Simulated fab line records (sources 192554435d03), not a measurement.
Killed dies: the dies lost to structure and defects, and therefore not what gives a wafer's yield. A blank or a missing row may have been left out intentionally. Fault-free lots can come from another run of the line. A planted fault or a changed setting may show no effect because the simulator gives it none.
Matching of chambers    flow n5_finfet    N5_BEOL_M3_CO_CAP_55 on cvd_co-02 has 3 sister chambers
The step material Co, precursor CCTBA/H2, target thk 2 nm, time 102.1 s. 3 wafers are shown with their chamber, then 12 later ones without.

== WAFERS PAIRED WITH THEIR CHAMBERS ==
wafer   chamber  heater_power_outer_w (W)
L089.5  1        121
L092.1  2        133
L092.6  0        116

== WAFERS WITHOUT THEIR CHAMBER ==
wafer   heater_power_outer_w (W)
L091.1  117
L091.2  125
L091.4  133
L094.1  135
L094.3  118
L094.4  116
L096.1  114
L096.5  121
L096.6  135
L097.2  126
L097.5  125
L097.6  134

== WHICH CHAMBER EACH WENT THROUGH ==
wafer   from the rows above      in truth
L091.1  can't be placed: 0 or 1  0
L091.2  can't be placed: 1 or 2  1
L091.4  2                        2
L094.1  2                        2
L094.3  can't be placed: 0 or 1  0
L094.4  0                        0
L096.1  can't be placed: 0 or 1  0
L096.5  1                        1
L096.6  2                        2
L097.2  can't be placed: 1 or 2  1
L097.5  can't be placed: 1 or 2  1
L097.6  2                        2
6 of 12 placed correctly. Not placeable from these rows: 6 (in 6, the candidates include the true chamber). Placed wrongly: 0.
How it was worked out, from the rows above alone: a wafer's distance from a chamber is the root of the sum, over the readings, of the square of ((its reading less the chamber's mean) divided by the reading's scatter). If the next closest chamber is less than 2 further off than the closest, the wafer can't be placed; otherwise it belongs to the closest. For every chamber, the mean is computed from those of its wafers that are shown. The scatter: with one shown wafer a chamber, the root of the mean of the squares of how far each hidden wafer lies from its nearest shown one.
